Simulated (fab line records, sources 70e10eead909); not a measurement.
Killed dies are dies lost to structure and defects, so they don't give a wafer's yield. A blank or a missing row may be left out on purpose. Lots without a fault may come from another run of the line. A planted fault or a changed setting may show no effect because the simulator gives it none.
A struck lot beside a sound one | flow nand_harc | 24 steps out of a route of 1302
Sound: wafers L405.3, L405.4, L405.5. Struck: wafers L411.3, L411.4, L411.6. The cause comes at the end.
At each step with rows: each side's tool, then ch and its chambers, then its first start. Under that, the readings that differ: sound wafers | struck wafers | difference of the means | sigmas: that difference in standard deviations of wafers without a fault.
alike: readings whose means differ by less than 2 such deviations, and words and numbers that are the same on both sides. not compared: withheld readings, readings that some wafer has no value for, bounds like >300 that may hide the same value, and numbers for which the record gives no deviation and whose values overlap.
The two part at a step that has a row with sigmas, a row that says differs or no value, or rows on one side only. Numbers that don't overlap but have no deviation are shown without sigmas and don't part them. A reading that every wafer of one side lacks parts them only if that side has two wafers or more.

NHARC_P_M0_INSPECT_27:
  sound on defect_inspect-01, day 10 03:23; struck on defect_inspect-01, day 12 06:50
  alike: raw_defect_count
NHARC_P_M0_PRE_CLEAN_31: time 12 s.
  sound on pecvd-03 ch 1,2, day 10 03:27; struck on pecvd-03 ch 0,2, day 12 06:56
  alike: heater_power_w
NHARC_P_M0_DEP_32: deposits SiCN, target thk 30 nm.
  sound on pecvd-03 ch 1,2, day 10 03:32; struck on pecvd-03 ch 0,2, day 12 07:04
  alike: chamber_pressure_Torr, heater_power_w
then, 8 steps without rows for these wafers: NHARC_P_M1_DEP_00 (deposits SiOC, target thk 182.5 nm); NHARC_P_M1_DEHYDRATE_01 (time 120 s); NHARC_P_M1_HMDS_02 (time 30 s); NHARC_P_M1_COAT_34 (time 65 s); NHARC_P_M1_COAT_03 (resist thk 90 nm); NHARC_P_M1_SOFTBAKE_04 (time 55 s); NHARC_P_M1_EBR_05; NHARC_P_M1_EXPOSE_06 (exposes mask P M1, target cd 130 nm).
NHARC_P_M1_PEB_07: peb time 65 s.
  sound on litho_track-01 ch 0, day 10 04:52; struck on litho_track-01 ch 0, day 12 08:02
  reading                  | sound                | struck               | difference | sigmas
  heater_power_total_W (W) | 156.3 157.1 156.4    | 159.9 160.9 159.7    | +3.6       | +8
  plate_temp_C (C)         | 100.11 100.05 100.04 | 101.68 101.62 101.65 | +1.58      | +13
  alike: chill_plate_temp_C
then, 1 step without rows for these wafers: NHARC_P_M1_DEVELOP_08 (develop time 35 s).
NHARC_P_M1_CD_MEAS_09: target cd 130 nm.
  sound on cd_sem-01 ch 0, day 10 04:56; struck on cd_sem-01 ch 0, day 12 08:07
  reading    | sound             | struck            | difference | sigmas
  cd_nm (nm) | 130.0 129.4 128.5 | 136.3 136.2 136.1 | +6.9       | +12
NHARC_P_M1_OVL_MEAS_10: pitch 260 nm.
  sound on overlay-01, day 10 05:01; struck on overlay-01, day 12 08:12
  alike: overlay_x_nm, overlay_y_nm
NHARC_P_M1_INSPECT_11:
  sound on defect_inspect-02, day 10 05:04; struck on defect_inspect-02, day 12 08:14
  alike: raw_defect_count
NHARC_P_M1_DESCUM_14: chemistry O2, time 3 s.
  sound on rie_diel-07 ch 0,2,3, day 10 05:08; struck on rie_diel-07 ch 0,1,2, day 12 08:19
  reading               | sound             | struck          | difference | sigmas
  model.P_M1.cd_nm (nm) | 130.4 129.8 129.1 | 136.4 136.1 136 | +6.4       |
  alike: drypump_motor_current_A, oes_product_au, rf_vpp_V, showerhead_plenum_p_Torr, throttle_valve_pct
  not compared: rf_hours_counter_h
NHARC_P_M1_ETCH_35: etches the open film in N2/H2, target depth 40 nm, overetch 12 nm, time 43.94 s.
  sound on rie_diel-07 ch 0,1,3, day 10 05:12; struck on rie_diel-07 ch 0,2, day 12 08:50
  alike: drypump_motor_current_A, oes_product_au, rf_vpp_V, showerhead_plenum_p_Torr, throttle_valve_pct
  not compared: rf_hours_counter_h
NHARC_P_M1_ETCH_15: etches the open film in C4F8/Ar, target depth 182.5 nm, time 91.2 s.
  sound on rie_diel-07 ch 0,2,3; struck on rie_diel-07 ch 1,2,3
  reading               | sound             | struck            | difference | sigmas
  oes_product_au (a.u.) | 0.988 0.982 0.960 | 0.916 0.930 0.931 | -0.051     | -2
  alike: rf_vpp_V
  not compared: rf_hours_counter_h
NHARC_P_M1_CD_MEAS_16:
  sound on cd_sem-01, day 10 05:26; struck on cd_sem-02, day 12 09:04
  reading    | sound             | struck            | difference | sigmas
  cd_nm (nm) | 130.4 129.5 128.9 | 135.9 135.5 135.3 | +6.0       | +10
NHARC_P_M1_STRIP_18: strips in N2/H2.
  sound on rie_diel-07 ch 0,3, day 10 05:29; struck on rie_diel-09 ch 1,2, day 12 09:08
  alike: drypump_motor_current_A, oes_product_au, rf_vpp_V, showerhead_plenum_p_Torr, throttle_valve_pct
  not compared: rf_hours_counter_h
NHARC_P_M1_ETCH_28: etches the open film in CF4/N2, target depth 30 nm, time 72.99 s.
  sound on rie_diel-07 ch 0,1,2; struck on rie_diel-09 ch 0,2,3
  reading               | sound             | struck            | difference | sigmas
  model.P_M1.cd_nm (nm) | 129.9 129.6 129.3 | 136.2 135.3 135.3 | +6.0       |
  alike: drypump_motor_current_A, oes_product_au, rf_vpp_V, showerhead_plenum_p_Torr, throttle_valve_pct
  not compared: rf_hours_counter_h
then, 1 step without rows for these wafers: NHARC_P_M1_STRIP_19 (strips in post etch residue remover, time 600 s).
NHARC_END_SORT_01:
  the record has rows for the sound wafers here (prober-02 ch 0, day 28 03:50) and none for the struck ones

WHERE THEY PART
First at NHARC_P_M1_PEB_07; last, within this record, at NHARC_END_SORT_01.

WHY: what the simulator had put in
Process parameter drift: litho_track-01, from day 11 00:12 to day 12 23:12, at NHARC_P_M1_PEB_07. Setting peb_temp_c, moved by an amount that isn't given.
